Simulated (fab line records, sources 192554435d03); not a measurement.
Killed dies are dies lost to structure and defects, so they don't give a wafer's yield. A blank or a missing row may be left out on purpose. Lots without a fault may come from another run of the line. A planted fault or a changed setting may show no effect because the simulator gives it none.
Which tool did it? | flow n5_finfet | 24 lots, 72 wafers sampled, at 5 steps of a route of 1938

WHAT THE GAUGES READ, wafer by wafer
N5_BEOL_M2_OVL_MEAS_12.
lot  | measured     | on         | M2_OVL (nm)
L074 | day 6 16:01  | overlay-02 | 0.1 0.5 -0.3
L075 | day 6 20:51  | overlay-02 | 0.5 -0.2 -0.2
L076 | day 7 04:12  | overlay-01 | 1.3 0.1 -0.1
L077 | day 7 10:30  | overlay-01 | 0.0 -0.2 -0.9
L078 | day 7 15:43  | overlay-01 | -0.3 -0.2 0.1
L080 | day 8 02:23  | overlay-01 | 0.4 1.9 1.3
L079 | day 8 03:27  | overlay-02 | 0.0 0.9 -0.3
L081 | day 8 11:23  | overlay-01 | 0.1 0.5 -1.0
L083 | day 8 15:48  | overlay-01 | 0.2 0.1 0.7
L082 | day 8 16:11  | overlay-02 | 0.5 0.6 -0.1
L084 | day 9 03:34  | overlay-02 | -0.5 -1.1 -1.8
L085 | day 9 08:25  | overlay-02 | 1.6 0.8 0.9
L086 | day 9 12:41  | overlay-01 | -0.1 0.0 0.0
L087 | day 9 16:19  | overlay-02 | 0.0 0.2 -0.3
L088 | day 10 03:28 | overlay-01 | 0.0 0.5 0.3
L089 | day 10 08:49 | overlay-01 | 1.2 0.4 0.4
L090 | day 10 12:43 | overlay-02 | 0.7 0.5 -0.1
L091 | day 10 19:53 | overlay-02 | 0.8 0.7 0.7
L092 | day 11 05:59 | overlay-02 | -0.3 -1.0 -0.5
L093 | day 11 21:14 | overlay-02 | 0.4 0.8 0.9
L094 | day 12 00:14 | overlay-01 | -0.6 0.4 0.8
L095 | day 12 00:32 | overlay-02 | -0.1 0.0 -0.1
L096 | day 12 01:09 | overlay-01 | 1.7 -0.4 1.2
L097 | day 12 09:19 | overlay-02 | 0.1 0.4 0.8

WHICH TOOL RAN EACH LOT (tool, then ch and the chambers of the sampled wafers, then the start)
lot  | N5_BEOL_M1_SPUTTER_86        | N5_BEOL_M1_SPUTTER_94        | N5_BEOL_M1_CO_CAP_55             | N5_BEOL_M2_ILD_DEP_00
L074 | pvd_sputter-01, day 6 12:11  | pvd_sputter-01, day 6 13:04  | cvd_co-02 ch 0,2, day 6 14:41    | pecvd-04 ch 1,2, day 6 14:58
L075 | pvd_sputter-03, day 6 16:21  | pvd_sputter-03, day 6 17:14  | cvd_co-01 ch 0,1,2, day 6 18:38  | pecvd-04 ch 0,2, day 6 18:53
L076 | pvd_sputter-02, day 6 22:27  | pvd_sputter-02, day 6 23:20  | cvd_co-02 ch 0,1,2, day 7 00:25  | pecvd-01 ch 1,2, day 7 00:40
L077 | pvd_sputter-02, day 7 06:33  | pvd_sputter-02, day 7 07:26  | cvd_co-02 ch 0,1,2, day 7 08:31  | pecvd-01 ch 0,1,2, day 7 08:46
L078 | pvd_sputter-02, day 7 11:43  | pvd_sputter-02, day 7 12:36  | cvd_co-02 ch 0,2, day 7 13:41    | pecvd-04 ch 0,1,2, day 7 13:56
L080 | pvd_sputter-01, day 7 23:14  | pvd_sputter-01, day 8 00:07  | cvd_co-02 ch 0,1, day 8 01:21    | pecvd-04 ch 0,1, day 8 01:35
L079 | pvd_sputter-02, day 7 23:47  | pvd_sputter-02, day 8 00:40  | cvd_co-02 ch 1,2, day 8 01:45    | pecvd-02 ch 0,1, day 8 01:59
L081 | pvd_sputter-02, day 8 05:05  | pvd_sputter-02, day 8 06:51  | cvd_co-01 ch 0,1,2, day 8 08:26  | pecvd-04 ch 0,1,2, day 8 08:40
L083 | pvd_sputter-03, day 8 12:10  | pvd_sputter-03, day 8 13:03  | cvd_co-02 ch 0,2, day 8 14:17    | pecvd-01 ch 0,2, day 8 14:35
L082 | pvd_sputter-01, day 8 12:13  | pvd_sputter-01, day 8 13:06  | cvd_co-02 ch 0,2, day 8 14:26    | pecvd-01 ch 0, day 8 14:46
L084 | pvd_sputter-01, day 9 00:41  | pvd_sputter-01, day 9 01:34  | cvd_co-02 ch 0,1, day 9 02:43    | pecvd-02 ch 0,1,2, day 9 02:58
L085 | pvd_sputter-02, day 9 04:34  | pvd_sputter-02, day 9 05:27  | cvd_co-01 ch 1,2, day 9 06:33    | pecvd-01 ch 0,1, day 9 06:49
L086 | pvd_sputter-01, day 9 09:41  | pvd_sputter-01, day 9 10:34  | cvd_co-01 ch 1,2, day 9 11:39    | pecvd-01 ch 0,1,2, day 9 11:54
L087 | pvd_sputter-03, day 9 13:02  | pvd_sputter-03, day 9 13:55  | cvd_co-02 ch 0,1, day 9 14:59    | pecvd-01 ch 0,1, day 9 15:14
L088 | pvd_sputter-01, day 9 23:13  | pvd_sputter-01, day 10 00:05 | cvd_co-01 ch 0,2, day 10 01:16   | pecvd-04 ch 0,1, day 10 01:33
L089 | pvd_sputter-02, day 10 04:13 | pvd_sputter-02, day 10 05:05 | cvd_co-02 ch 0,1,2, day 10 06:13 | pecvd-04 ch 0,1, day 10 06:41
L090 | pvd_sputter-03, day 10 07:45 | pvd_sputter-03, day 10 08:38 | cvd_co-01 ch 0,1,2, day 10 09:43 | pecvd-01 ch 0,1,2, day 10 09:58
L091 | pvd_sputter-01, day 10 15:05 | pvd_sputter-01, day 10 15:58 | cvd_co-02 ch 0,1,2, day 10 17:02 | pecvd-01 ch 0,1,2, day 10 17:17
L092 | pvd_sputter-02, day 10 23:31 | pvd_sputter-02, day 11 00:23 | cvd_co-01 ch 0,1,2, day 11 01:33 | pecvd-02 ch 0,1,2, day 11 01:48
L093 | pvd_sputter-01, day 11 17:53 | pvd_sputter-01, day 11 18:46 | cvd_co-01 ch 0,2, day 11 19:52   | pecvd-01 ch 0,2, day 11 20:07
L094 | pvd_sputter-02, day 11 18:56 | pvd_sputter-02, day 11 19:49 | cvd_co-01 ch 0,1,2, day 11 20:57 | pecvd-01 ch 0,1,2, day 11 21:12
L095 | pvd_sputter-03, day 11 20:47 | pvd_sputter-03, day 11 21:40 | cvd_co-02 ch 1,2, day 11 22:49   | pecvd-02 ch 0,1,2, day 11 23:04
L096 | pvd_sputter-01, day 11 22:17 | pvd_sputter-01, day 11 23:10 | cvd_co-02 ch 0,1, day 12 00:16   | pecvd-04 ch 0,2, day 12 00:30
L097 | pvd_sputter-02, day 12 06:31 | pvd_sputter-02, day 12 07:24 | cvd_co-01 ch 0,1, day 12 08:29   | pecvd-01 ch 0,2, day 12 08:44
- N5_BEOL_M1_SPUTTER_86: material Cu, target thk 4.5 nm, time 8.29 s.
- N5_BEOL_M1_SPUTTER_94: material Cu, target thk 4.5 nm, time 8.29 s.
- N5_BEOL_M1_CO_CAP_55: material Co, precursor CCTBA/H2, target thk 2 nm, time 102.1 s.
- N5_BEOL_M2_ILD_DEP_00: deposits SiOC from DEMS/O2, target thk 79 nm, time 15.3 s.

WHAT THE TOOLS THEMSELVES READ (means of the sampled wafers that have a number; where no wafer has one, the mark that the record gives instead)
N5_BEOL_M1_SPUTTER_86.
lot  | tool           | substrate_temp_c (C) | throttle_valve_pct (%)
L074 | pvd_sputter-01 | -20.07               | 30.2
L075 | pvd_sputter-03 | -19.89               | 30.3
L076 | pvd_sputter-02 | -19.95               | 30.7
L077 | pvd_sputter-02 | -20.02               | 30.1
L078 | pvd_sputter-02 | -19.98               | 30.9
L080 | pvd_sputter-01 | -19.98               | 29.7
L079 | pvd_sputter-02 | -20.03               | 30.1
L081 | pvd_sputter-02 | -20.01               | 30.1
L083 | pvd_sputter-03 | -20.02               | 29.5
L082 | pvd_sputter-01 | -19.91               | 29.9
L084 | pvd_sputter-01 | -20.03               | 30.0
L085 | pvd_sputter-02 | -20.03               | 30.6
L086 | pvd_sputter-01 | -20.00               | 29.8
L087 | pvd_sputter-03 | -20.00               | 30.5
L088 | pvd_sputter-01 | -19.95               | 29.9
L089 | pvd_sputter-02 | -20.00               | 30.2
L090 | pvd_sputter-03 | -20.06               | 30.5
L091 | pvd_sputter-01 | -20.05               | 29.9
L092 | pvd_sputter-02 | -20.04               | 30.6
L093 | pvd_sputter-01 | -19.88               | 30.0
L094 | pvd_sputter-02 | -20.01               | 30.1
L095 | pvd_sputter-03 | -19.95               | 29.5
L096 | pvd_sputter-01 | -19.98               | 30.2
L097 | pvd_sputter-02 | -19.98               | 30.6

N5_BEOL_M1_SPUTTER_94.
lot  | tool           | substrate_temp_c (C) | throttle_valve_pct (%)
L074 | pvd_sputter-01 | -19.92               | 30.1
L075 | pvd_sputter-03 | -19.96               | 30.2
L076 | pvd_sputter-02 | -20.04               | 30.5
L077 | pvd_sputter-02 | -20.03               | 30.1
L078 | pvd_sputter-02 | -20.06               | 30.6
L080 | pvd_sputter-01 | -20.01               | 29.8
L079 | pvd_sputter-02 | -19.99               | 30.1
L081 | pvd_sputter-02 | -20.10               | 30.2
L083 | pvd_sputter-03 | -20.02               | 29.3
L082 | pvd_sputter-01 | -20.00               | 30.0
L084 | pvd_sputter-01 | -20.05               | 29.8
L085 | pvd_sputter-02 | -19.98               | 30.6
L086 | pvd_sputter-01 | -20.00               | 29.9
L087 | pvd_sputter-03 | -20.04               | 30.6
L088 | pvd_sputter-01 | -19.97               | 29.9
L089 | pvd_sputter-02 | -19.99               | 30.2
L090 | pvd_sputter-03 | -20.12               | 30.4
L091 | pvd_sputter-01 | -19.88               | 30.1
L092 | pvd_sputter-02 | -20.11               | 30.4
L093 | pvd_sputter-01 | -19.99               | 30.1
L094 | pvd_sputter-02 | -20.04               | 29.9
L095 | pvd_sputter-03 | -20.05               | 29.5
L096 | pvd_sputter-01 | -19.90               | 29.9
L097 | pvd_sputter-02 | -20.02               | 30.7

N5_BEOL_M1_CO_CAP_55.
lot  | tool      | heater_power_w (W)
L074 | cvd_co-02 | 248
L075 | cvd_co-01 | 220
L076 | cvd_co-02 | 234
L077 | cvd_co-02 | 238
L078 | cvd_co-02 | 252
L080 | cvd_co-02 | 235
L079 | cvd_co-02 | 239
L081 | cvd_co-01 | 219
L083 | cvd_co-02 | 254
L082 | cvd_co-02 | 252
L084 | cvd_co-02 | 231
L085 | cvd_co-01 | 227
L086 | cvd_co-01 | 229
L087 | cvd_co-02 | 220
L088 | cvd_co-01 | 207
L089 | cvd_co-02 | 235
L090 | cvd_co-01 | 217
L091 | cvd_co-02 | 234
L092 | cvd_co-01 | 218
L093 | cvd_co-01 | 211
L094 | cvd_co-01 | 216
L095 | cvd_co-02 | 220
L096 | cvd_co-02 | 219
L097 | cvd_co-01 | 203

N5_BEOL_M2_ILD_DEP_00.
lot  | tool     | heater_power_w (W) | showerhead_plenum_p_Torr (Torr) | throttle_valve_pct (%)
L074 | pecvd-04 | 574                | 5.696                           | 11.5
L075 | pecvd-04 | 495                | 5.677                           | 11.7
L076 | pecvd-01 | 384                | 5.692                           | 11.9
L077 | pecvd-01 | 402                | 5.681                           | 12.2
L078 | pecvd-04 | 533                | 5.688                           | 11.8
L080 | pecvd-04 | 489                | 5.692                           | 12.0
L079 | pecvd-02 | 500                | 5.678                           | 12.1
L081 | pecvd-04 | 508                | 5.689                           | 11.8
L083 | pecvd-01 | 453                | 5.688                           | 12.4
L082 | pecvd-01 | 465                | 5.688                           | 13.0
L084 | pecvd-02 | 448                | 5.680                           | 12.0
L085 | pecvd-01 | 380                | 5.695                           | 12.3
L086 | pecvd-01 | 382                | 5.686                           | 12.3
L087 | pecvd-01 | 402                | 5.687                           | 12.6
L088 | pecvd-04 | 468                | 5.690                           | 12.1
L089 | pecvd-04 | 490                | 5.701                           | 12.1
L090 | pecvd-01 | 418                | 5.681                           | 12.2
L091 | pecvd-01 | 402                | 5.691                           | 12.2
L092 | pecvd-02 | 451                | 5.689                           | 12.1
L093 | pecvd-01 | 429                | 5.691                           | 12.8
L094 | pecvd-01 | 401                | 5.691                           | 12.5
L095 | pecvd-02 | 486                | 5.676                           | 12.1
L096 | pecvd-04 | 462                | 5.680                           | 11.5
L097 | pecvd-01 | 408                | 5.686                           | 12.7

THE ANSWER, worked out from the rows above alone
Rule: what is usual is taken from the lots themselves. Put in order of their means at a reading, lots are off if they are a third of the lots or fewer, leave a main group of 4 or more, and stand apart from it by a gap of 3 or more times the standard deviation of the main group's means; of several such gaps the widest counts. A main group whose means are all the same, to the digits that the tables above print for the reading, isn't used. A lot without any number at a reading at which 4 lots or more have one is off too. The other lots that the step has rows for count as sound. The gauges are gone through in route order, then the tools' own readings, and for those a lot's mean is taken as printed above. The first step at which some lot is off is used, and at that step the reading that is off furthest; a lot without a number counts as furthest.
No lot is off at any reading shown: from this, nothing can be told.

WHAT THE SIMULATOR HAD PUT IN
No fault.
